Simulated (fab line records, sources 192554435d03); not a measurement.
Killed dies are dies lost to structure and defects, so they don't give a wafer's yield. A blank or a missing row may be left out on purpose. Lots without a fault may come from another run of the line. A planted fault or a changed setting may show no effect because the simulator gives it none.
Split-lot experiment | flow n5_finfet | 7 lots, 21 wafers read, on a route of 1938 steps

THE SPLIT
At N5_BEOL_M6_EXPOSE_08 (exposes mask M6), the setting dose_mj was moved away from the recipe's 68.25 on 5 of the 21 wafers read, by -2.1% to +7.0%. The other wafers ran this setting at the recipe's value.

FROM THE SPLIT TO THE READING: what the file shows between them, 2 steps
- N5_BEOL_M6_PEB_09: peb time 60 s
- N5_BEOL_M6_DEVELOP_10: develop time 30 s

THE READING
cd_nm, in nm, at N5_BEOL_M6_CD_MEAS_11 (target cd 38.5 nm). Fault-free wafers of this fab line usually give 38.5 nm, standard deviation 0.5 nm.

wafer  | tool, chamber at the split | dose_mj as run | against the recipe | cd_nm, nm | against lot-mates on the recipe
L075.2 | arfi_scanner-01, 0         | 72.39          | +6.1%              | 42.8      | +3.8
L075.5 | arfi_scanner-01, 0         | 68.25          | recipe             | 39.1      | -
L075.6 | arfi_scanner-01, 0         | 68.25          | recipe             | 39.0      | -
L080.1 | arfi_scanner-03, 0         | 68.25          | recipe             | 38.2      | -
L080.2 | arfi_scanner-03, 0         | 68.25          | recipe             | 38.3      | -
L080.3 | arfi_scanner-03, 0         | 68.25          | recipe             | 38.9      | -
L083.1 | arfi_scanner-03, 0         | 68.25          | recipe             | 38.0      | -
L083.4 | arfi_scanner-03, 0         | 66.83          | -2.1%              | 37.8      | -0.3
L083.6 | arfi_scanner-03, 0         | 68.25          | recipe             | 38.2      | -
L087.2 | arfi_scanner-02, 0         | 68.25          | recipe             | 37.9      | -
L087.3 | arfi_scanner-02, 0         | 68.25          | recipe             | 38.8      | -
L087.4 | arfi_scanner-02, 0         | 68.25          | recipe             | 37.9      | -
L088.1 | arfi_scanner-01, 0         | 68.25          | recipe             | 39.0      | -
L088.4 | arfi_scanner-01, 0         | 68.25          | recipe             | 38.2      | -
L088.5 | arfi_scanner-01, 0         | 68.25          | recipe             | 38.4      | -
L086.2 | arfi_scanner-02, 0         | 68.25          | recipe             | 37.8      | -
L086.3 | arfi_scanner-02, 0         | 68.25          | recipe             | 38.2      | -
L086.4 | arfi_scanner-02, 0         | 68.25          | recipe             | 37.4      | -
L096.2 | arfi_scanner-01, 0         | 73.06          | +7.0%              | 42.0      | no lot-mate on the recipe
L096.4 | arfi_scanner-01, 0         | 73.06          | +7.0%              | 41.9      | no lot-mate on the recipe
L096.6 | arfi_scanner-01, 0         | 73.06          | +7.0%              | 41.7      | no lot-mate on the recipe

THE FIT
A straight line over all 21 wafers: cd_nm changes by +0.535 nm for each +1% of dose_mj; r = +0.94; the points scatter about the line by 0.55 nm.
The same after taking each lot's own level away (the mean of its wafers on the recipe; 18 wafers): +0.562 nm for each +1%; r = +0.92; scatter 0.38 nm.
On that fit, the largest move of dose_mj shifts the reading by 4 nm.
The lots' own levels span 37.80 to 39.05 nm, that is 2.5 times the standard deviation above.
So the lot-to-lot level changes the slope little: the two slopes agree.
Check: with one of the wafers moved furthest among these (+6.1%) left out of the fit, the line predicts +0.875 nm for it against its lot-mates. It came out at +3.75 nm against them.

OTHER SPLITS ON THESE WAFERS
These wafers also went through other splits before the reading. Each is held against what the fit with the lots' levels taken away leaves over:
other split on the same wafers   | wafers away from the commonest value | r with cd_nm (lot level and that fit taken away)
N5_BEOL_M4_TRENCH_ETCH_37 time_s | 9                                    | +0.19
N5_BEOL_M6_COAT_59 spin_rpm      | 7                                    | +0.24

THE FILE'S OWN FIT
cd_nm changes by +0.573 nm for each +1% of dose_mj, r = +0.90.
